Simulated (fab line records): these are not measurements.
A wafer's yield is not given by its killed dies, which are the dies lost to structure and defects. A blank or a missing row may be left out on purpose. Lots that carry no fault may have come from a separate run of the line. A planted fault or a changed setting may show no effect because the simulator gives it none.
Matching of chambers || flow nand-harc || 4 sister chambers for NHARC_A_M1_ETCH_35 on rie-diel-08
The step etches the open film in N2/H2, target depth 40 nm, overetch 12 nm, time 43.94 s. 16 wafers are shown with their chamber, then 8 later ones without.

WAFERS WITH THEIR CHAMBER
{"wafer": "L077.4", "chamber": 1, "rf-vpp-V (V)": 428.7, "oes-product-au (a.u.)": 1.003, "throttle-valve-pct (%)": 14.171}
{"wafer": "L077.5", "chamber": 3, "rf-vpp-V (V)": 431.4, "oes-product-au (a.u.)": 0.994, "throttle-valve-pct (%)": 14.172}
{"wafer": "L077.6", "chamber": 2, "rf-vpp-V (V)": 426.6, "oes-product-au (a.u.)": 0.987, "throttle-valve-pct (%)": 14.177}
{"wafer": "L081.1", "chamber": 2, "rf-vpp-V (V)": 427.8, "oes-product-au (a.u.)": 1.003, "throttle-valve-pct (%)": 14.174}
{"wafer": "L081.4", "chamber": 1, "rf-vpp-V (V)": 427.5, "oes-product-au (a.u.)": 0.997, "throttle-valve-pct (%)": 14.166}
{"wafer": "L081.5", "chamber": 1, "rf-vpp-V (V)": 428.7, "oes-product-au (a.u.)": 1.006, "throttle-valve-pct (%)": 14.166}
{"wafer": "L083.3", "chamber": 2, "rf-vpp-V (V)": 425.3, "oes-product-au (a.u.)": 1.010, "throttle-valve-pct (%)": 14.180}
{"wafer": "L083.4", "chamber": 0, "rf-vpp-V (V)": 433.8, "oes-product-au (a.u.)": 1.012, "throttle-valve-pct (%)": 14.178}
{"wafer": "L083.5", "chamber": 0, "rf-vpp-V (V)": 433.5, "oes-product-au (a.u.)": 1.008, "throttle-valve-pct (%)": 14.167}
{"wafer": "L085.2", "chamber": 2, "rf-vpp-V (V)": 426.7, "oes-product-au (a.u.)": 1.003, "throttle-valve-pct (%)": 14.174}
{"wafer": "L085.4", "chamber": 2, "rf-vpp-V (V)": 425.7, "oes-product-au (a.u.)": 0.996, "throttle-valve-pct (%)": 14.167}
{"wafer": "L085.6", "chamber": 1, "rf-vpp-V (V)": 427.6, "oes-product-au (a.u.)": 1.009, "throttle-valve-pct (%)": 14.182}
{"wafer": "L084.1", "chamber": 2, "rf-vpp-V (V)": 427.4, "oes-product-au (a.u.)": 0.991, "throttle-valve-pct (%)": 14.182}
{"wafer": "L084.4", "chamber": 3, "rf-vpp-V (V)": 431.9, "oes-product-au (a.u.)": 0.991, "throttle-valve-pct (%)": 14.169}
{"wafer": "L084.5", "chamber": 2, "rf-vpp-V (V)": 426.7, "oes-product-au (a.u.)": 0.997, "throttle-valve-pct (%)": 14.165}
{"wafer": "L086.2", "chamber": 0, "rf-vpp-V (V)": 433.3, "oes-product-au (a.u.)": 1.014, "throttle-valve-pct (%)": 14.177}

SIGNATURES, as means of the wafers listed above
{"reading": "rf-vpp-V", "chamber 0": 433.533, "chamber 1": 428.125, "chamber 2": 426.600, "chamber 3": 431.650, "scatter within a chamber": 0.718}
{"reading": "oes-product-au", "chamber 0": 1.01133, "chamber 1": 1.00375, "chamber 2": 0.99814, "chamber 3": 0.99250, "scatter within a chamber": 0.00626}
{"reading": "throttle-valve-pct", "chamber 0": 14.17400, "chamber 1": 14.17125, "chamber 2": 14.17414, "chamber 3": 14.17050, "scatter within a chamber": 0.00638}
Rule: for each reading, subtract the chamber's mean from the wafer's reading, divide by that reading's scatter and square the result; add these up over the readings and take the root, which gives the wafer's distance from the chamber. If the next closest chamber is less than 2 further off than the closest, the wafer can't be placed; otherwise it belongs to the closest. The scatter: take each reading less its chamber's mean, square it, sum over the shown wafers, divide by the number of wafers less the number of chambers, and take the root.

WAFERS WITHOUT THEIR CHAMBER
{"wafer": "L086.5", "rf-vpp-V (V)": 428.7, "oes-product-au (a.u.)": 1.003, "throttle-valve-pct (%)": 14.158}
{"wafer": "L086.6", "rf-vpp-V (V)": 434.2, "oes-product-au (a.u.)": 1.018, "throttle-valve-pct (%)": 14.172}
{"wafer": "L088.2", "rf-vpp-V (V)": 433.8, "oes-product-au (a.u.)": 1.012, "throttle-valve-pct (%)": 14.175}
{"wafer": "L088.4", "rf-vpp-V (V)": 431.4, "oes-product-au (a.u.)": 1.008, "throttle-valve-pct (%)": 14.164}
{"wafer": "L088.5", "rf-vpp-V (V)": 429.0, "oes-product-au (a.u.)": 0.997, "throttle-valve-pct (%)": 14.180}
{"wafer": "L092.3", "rf-vpp-V (V)": 432.3, "oes-product-au (a.u.)": 1.005, "throttle-valve-pct (%)": 14.178}
{"wafer": "L092.4", "rf-vpp-V (V)": 428.3, "oes-product-au (a.u.)": 1.007, "throttle-valve-pct (%)": 14.172}
{"wafer": "L092.6", "rf-vpp-V (V)": 428.0, "oes-product-au (a.u.)": 1.016, "throttle-valve-pct (%)": 14.179}

EACH ONE'S CHAMBER
{"wafer": "L086.5", "from the rows above": "can't be placed: 1 or 2", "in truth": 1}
{"wafer": "L086.6", "from the rows above": 0, "in truth": 0}
{"wafer": "L088.2", "from the rows above": 0, "in truth": 0}
{"wafer": "L088.4", "from the rows above": "can't be placed: 3 or 0", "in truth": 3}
{"wafer": "L088.5", "from the rows above": "can't be placed: 1 or 2 or 3", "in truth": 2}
{"wafer": "L092.3", "from the rows above": "can't be placed: 0 or 3", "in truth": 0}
{"wafer": "L092.4", "from the rows above": 1, "in truth": 1}
{"wafer": "L092.6", "from the rows above": "can't be placed: 1 or 2", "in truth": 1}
Correct placement for 3 of the 8. Cannot be placed on the basis of these rows: 5; the candidates contain the true chamber in 5. Placed wrongly: 0.
